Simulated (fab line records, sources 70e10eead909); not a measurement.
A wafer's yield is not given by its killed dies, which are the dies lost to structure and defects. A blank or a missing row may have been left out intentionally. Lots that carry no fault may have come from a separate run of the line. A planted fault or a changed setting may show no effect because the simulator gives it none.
Chamber matching + flow nand-harc + NHARC_P_BONDPAD_STRIP_15 on rie-diel-05 has 4 sister chambers
The step strips in O2. 8 wafers are shown with their chamber, then 8 later ones without.

## WAFERS WITH THEIR CHAMBER
| wafer  | chamber | showerhead-plenum-p-Torr (Torr) | drypump-motor-current-A (A) |
|--------|---------|---------------------------------|-----------------------------|
| L082.3 | 3       | 3.68                            | 5.9                         |
| L082.6 | 1       | 3.58                            | 5.7                         |
| L085.3 | 3       | 3.68                            | 5.9                         |
| L085.5 | 2       | 3.69                            | 5.1                         |
| L087.3 | 1       | 3.58                            | 5.8                         |
| L087.4 | 0       | 3.68                            | 6.1                         |
| L087.6 | 2       | 3.68                            | 5.1                         |
| L088.2 | 0       | 3.68                            | 6.1                         |

## WAFERS MISSING THEIR CHAMBER
| wafer  | showerhead-plenum-p-Torr (Torr) | drypump-motor-current-A (A) |
|--------|---------------------------------|-----------------------------|
| L088.3 | 3.68                            | 5.9                         |
| L088.6 | 3.68                            | 6.1                         |
| L089.2 | 3.68                            | 6.1                         |
| L089.3 | 3.68                            | 5.1                         |
| L089.4 | 3.68                            | 5.9                         |
| L090.4 | 3.58                            | 5.7                         |
| L090.5 | 3.68                            | 5.9                         |
| L090.6 | 3.68                            | 5.1                         |

## EACH ONE'S CHAMBER
| wafer  | from the rows above | in truth |
|--------|---------------------|----------|
| L088.3 | 3                   | 3        |
| L088.6 | 0                   | 0        |
| L089.2 | 0                   | 0        |
| L089.3 | 2                   | 2        |
| L089.4 | 3                   | 3        |
| L090.4 | 1                   | 1        |
| L090.5 | 3                   | 3        |
| L090.6 | 2                   | 2        |
Placed correctly: 8 of 8. Number that these rows cannot place: 0. Placed wrongly: 0.
How it was worked out, from the rows above alone: a wafer's distance from a chamber is the root of the sum, over the readings, of the square of ((its reading less the chamber's mean) divided by the reading's scatter). If the next closest chamber is less than 2 further off than the closest, the wafer can't be placed; otherwise it belongs to the closest. For every chamber, the mean is computed from those of its wafers that are shown. The scatter is the square root of a quotient: the sum, over the shown wafers, of each reading's squared deviation from its chamber's mean, divided by wafers minus chambers.
